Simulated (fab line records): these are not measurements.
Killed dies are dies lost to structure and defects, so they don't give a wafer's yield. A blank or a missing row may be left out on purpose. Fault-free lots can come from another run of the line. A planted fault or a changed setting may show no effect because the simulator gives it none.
Lot-split experiment + flow n5 finfet + on a route of 1938 steps: 7 lots, 21 wafers read

## ABOUT THE SPLIT
At N5_BEOL_M0_SAQP_COAT_82 (time 60 s, resist thk 30 nm), the setting spin rpm was moved away from the recipe's 1500 rpm on 8 of the 21 wafers read, by -8.1% to +10.7%. For the rest of the wafers, this setting stayed at what the recipe calls for.

## FROM THE SPLIT TO THE READING: what the file shows between them, 2 steps
- N5_BEOL_M0_SAQP_DEVELOP_13: develop time 30 s (also split here: develop time s)
- N5_BEOL_M0_SAQP_DESCUM_19: chemistry O2, time 7.9 s

## THE READING
CAR-ArF_of_BEOL_M0_SAQP_COAT_08.thk nm (the simulator's own value, which no gauge read), in nm, at N5_BEOL_M0_SAQP_ETCH_83 (etches SiARC in CF4, target depth 39 nm, time 65 s). There is no usual value for it anywhere in the file. Here, 13 wafers ran the recipe; their average is 55.7 nm with a standard deviation of 0.28 nm.

| wafer  | tool, chamber at the split | spin rpm as run, rpm | against the recipe | CAR-ArF_of_BEOL_M0_SAQP_COAT_08.thk nm, nm | against lot-mates on the recipe |
|--------|----------------------------|----------------------|--------------------|--------------------------------------------|---------------------------------|
| L076.1 | litho track-03, 0          | 1656                 | +10.4%             | 57.2                                       | +1.2                            |
| L076.2 | litho track-03, 0          | 1500                 | recipe             | 56                                         | -                               |
| L076.3 | litho track-03, 0          | 1656                 | +10.4%             | 57.2                                       | +1.2                            |
| L077.1 | litho track-01, 0          | 1500                 | recipe             | 55.2                                       | -                               |
| L077.4 | litho track-01, 0          | 1659                 | +10.6%             | 57                                         | +1.8                            |
| L077.6 | litho track-01, 0          | 1659                 | +10.6%             | 56.8                                       | +1.6                            |
| L080.2 | litho track-01, 0          | 1500                 | recipe             | 56                                         | -                               |
| L080.3 | litho track-01, 0          | 1500                 | recipe             | 55.6                                       | -                               |
| L080.5 | litho track-01, 0          | 1500                 | recipe             | 55.8                                       | -                               |
| L083.2 | litho track-01, 0          | 1440                 | -4.0%              | 54.8                                       | -0.6                            |
| L083.4 | litho track-01, 0          | 1500                 | recipe             | 55.2                                       | -                               |
| L083.6 | litho track-01, 0          | 1500                 | recipe             | 55.6                                       | -                               |
| L084.2 | litho track-01, 0          | 1500                 | recipe             | 55.6                                       | -                               |
| L084.4 | litho track-01, 0          | 1500                 | recipe             | 55.6                                       | -                               |
| L084.6 | litho track-01, 0          | 1378                 | -8.1%              | 54                                         | -1.6                            |
| L093.1 | litho track-03, 0          | 1660                 | +10.7%             | 57.2                                       | +1.0                            |
| L093.4 | litho track-03, 0          | 1660                 | +10.7%             | 57.2                                       | +1.0                            |
| L093.2 | litho track-03, 0          | 1500                 | recipe             | 56.2                                       | -                               |
| L094.2 | litho track-03, 0          | 1500                 | recipe             | 55.8                                       | -                               |
| L094.3 | litho track-03, 0          | 1500                 | recipe             | 55.6                                       | -                               |
| L094.4 | litho track-03, 0          | 1500                 | recipe             | 55.8                                       | -                               |

THE FIT
A straight line over all 21 wafers: CAR-ArF_of_BEOL_M0_SAQP_COAT_08.thk nm changes by +0.147 nm for each +1% of spin rpm; r = +0.95; the points scatter about the line by 0.28 nm.
The same after taking each lot's own level away (the mean of its wafers on the recipe; 21 wafers): +0.134 nm for each +1%; r = +0.96; scatter 0.23 nm.
On that fit, the largest move of spin rpm shifts the reading by 1.4 nm.
Measured against the standard deviation above, the lots' own levels, which go from 55.20 to 56.20 nm, span 3.6 times it.
Consequently the slope shifts little with the lot-to-lot level, the two slopes agreeing.
Check: with one of the wafers moved furthest among these (+10.7%) left out of the fit, the line predicts +1.44 nm for it against its lot-mates. Against them it came out at +1 nm.

## FURTHER SPLITS ON THESE WAFERS
Other splits were also applied to these wafers ahead of the reading. Each is held against what the fit with the lots' levels taken away leaves over:
| other split on the same wafers            | wafers away from the commonest value | r with CAR-ArF_of_BEOL_M0_SAQP_COAT_08.thk nm (lot level and that fit taken away) |
|-------------------------------------------|--------------------------------------|-----------------------------------------------------------------------------------|
| N5_HKMG_FIN_ETCH_58 source w              | 4                                    | -0.04                                                                             |
| N5_GATE_CUT_EXPOSE_10 dose mj             | 8                                    | +0.08                                                                             |
| N5_GATE_CUT_DESCUM_18 time s              | 5                                    | -0.34                                                                             |
| N5_BEOL_M0_SAQP_DEVELOP_13 develop time s | 9                                    | -0.03                                                                             |

## THE WHOLE CHAIN: every reading that the file lists as answering this split, in the file's order
| step                    | what it does                                       | reading                                                                                 | change (the file's fit)               | r (the file's) |
|-------------------------|----------------------------------------------------|-----------------------------------------------------------------------------------------|---------------------------------------|----------------|
| N5_BEOL_M0_SAQP_COAT_82 | time 60 s, resist thk 30 nm                        | SiARC_of_BEOL_M0_SAQP_COAT_82.thk nm (the simulator's own value, which no gauge read)   | -0.143 nm for each +1% of the setting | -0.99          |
| N5_BEOL_M0_SAQP_ETCH_83 | etches SiARC in CF4, target depth 39 nm, time 65 s | etch.depth nm (the simulator's own value, which no gauge read)                          | -0.144 nm for each +1% of the setting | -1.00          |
| N5_BEOL_M0_SAQP_ETCH_83 | etches SiARC in CF4, target depth 39 nm, time 65 s | CAR-ArF_of_BEOL_M0_SAQP_COAT_08.thk nm (the simulator's own value, which no gauge read) | +0.136 nm for each +1% of the setting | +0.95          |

## FILE'S OWN FIT
CAR-ArF_of_BEOL_M0_SAQP_COAT_08.thk nm changes by +0.136 nm for each +1% of spin rpm, r = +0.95.
